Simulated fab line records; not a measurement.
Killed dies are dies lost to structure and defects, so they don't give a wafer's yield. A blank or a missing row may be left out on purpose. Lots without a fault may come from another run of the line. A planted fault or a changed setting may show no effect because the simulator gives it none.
A lot that was struck, set against a sound lot :: flow n5Finfet :: 22 out of 1938 route steps
Sound: wafers L211.1, L211.2, L211.4. Struck: wafer L214.4 (L214.2, L214.5, from the same lot, were not struck and are left out); the cause is given at the end.
Each step with rows lists, per side, the tool, then ch with its chambers, then its first start. Under that, the readings that differ: sound wafers :: struck wafers :: difference of the means :: sigmas: that difference in standard deviations of wafers without a fault.
alike: same words and numbers on both sides, and readings whose means sit less than 2 such deviations apart. not compared: any withheld reading, any reading some wafer has no value for, any bound like >300 that may hide the same value, and any number with overlapping values for which the record gives no deviation.
A row with sigmas, a row that says differs or no value, or rows on one side alone: a step with any of these is where the two part. Non-overlapping numbers with no deviation appear without sigmas and do not part them. A reading that every wafer of one side lacks parts them only if that side has two wafers or more.

first, 9 steps without rows for these wafers: N5_BEOL_M7_EXPOSE_08 (exposes mask M7); N5_BEOL_M7_PEB_09 (peb time 60 s); N5_BEOL_M7_DEVELOP_10 (develop time 30 s); N5_BEOL_M7_DESCUM_16 (chemistry O2, time 7.9 s); N5_BEOL_M7_ETCH_61 (etches SiARC in CF4, target depth 45.5 nm, time 75.8 s); N5_BEOL_M7_ETCH_62 (etches SOC in N2/H2, target depth 110 nm, overetch 22 nm, time 165 s); N5_BEOL_M7_STRIP_68 (strips in N2/H2); N5_BEOL_M7_STRIP_67 (strips in CF4); N5_BEOL_M7_HM_OPEN_17 (chemistry Cl2/BCl3, target TiN, target depth 20 nm, overetch 6 nm).
N5_BEOL_M7_STRIP_19: strips in O2.
  sound on rieDiel-01 ch 0,1,3, day 13 01:32; struck on rieDiel-04 ch 0, day 13 18:26
reading: rfHoursCounterH (h)
sound: 81 70 82
struck: 18
difference: -60
sigmas: 
  alike: chamberPressureMTorr, drypumpMotorCurrentA, oesProductAu, rfVppV, showerheadPlenumPTorr, throttleValvePct
then, 9 steps without rows for these wafers: N5_BEOL_M7_COAT_63 (time 60 s, resist thk 60 nm); N5_BEOL_M7_COAT_64 (time 60 s, resist thk 12 nm); N5_BEOL_M7_COAT_71 (time 60 s, resist thk 5 nm); N5_BEOL_M7_COAT_22 (resist thk 30 nm); N5_BEOL_M7_EBR_24; N5_BEOL_M7_SOFTBAKE_23 (time 60 s); N5_BEOL_M7_EXPOSE_25 (exposes mask V6, target cd 40 nm); N5_BEOL_M7_PEB_26 (peb time 60 s); N5_BEOL_M7_DEVELOP_27 (develop time 30 s).
N5_BEOL_M7_INSPECT_30: inspects for defects (brightfield).
  struck on defectInspect-01, day 13 19:06; sound on defectInspect-02, day 13 02:32
reading: rawDefectCount
sound: 341 431 355
struck: 1142
difference: +766
sigmas: +9
then, 1 step without rows for these wafers: N5_BEOL_M7_DESCUM_33 (chemistry O2, time 7 s).
-- a jump in the record: the struck wafers' starts before and after are 3 days apart (it breaks off in module BEOL_M7 and resumes in module PASSIVATION, where the first step shown is number 1936 of the route) --
N5_PASSIVATION_PROBE_49:
  struck on prober-02, day 17 03:31; sound on prober-02, day 16 03:35
reading: defectLimitedYield (%)
sound: 90.3
struck: 82.6
difference: -7.7
sigmas: -6

reading: killed_at_M0_to_M3
sound: 45
struck: 23
difference: -22
sigmas: -2

reading: killed_at_M4_up
sound: 20
struck: 126
difference: +106
sigmas: +19

reading: killedDies
sound: 115
struck: 205
difference: +90
sigmas: +6

reading: sort_bin_5_function (%)
sound: 5.3
struck: 11.2
difference: +5.9
sigmas: +7

reading: sortNPass
sound: 1065
struck: 975
difference: -90
sigmas: -6

reading: sortYieldPct (%)
sound: 90.3
struck: 82.6
difference: -7.7
sigmas: -6
  alike: killedAtContacts, killedAtFrontEnd, killedAtOther, killedOnRim, killedOpen, killedShort, sort_bin_6_memory

WHERE THEY PART
Earliest at N5_BEOL_M7_INSPECT_30; latest, in this record, at N5_PASSIVATION_PROBE_49.

WHY: what the simulator had put in
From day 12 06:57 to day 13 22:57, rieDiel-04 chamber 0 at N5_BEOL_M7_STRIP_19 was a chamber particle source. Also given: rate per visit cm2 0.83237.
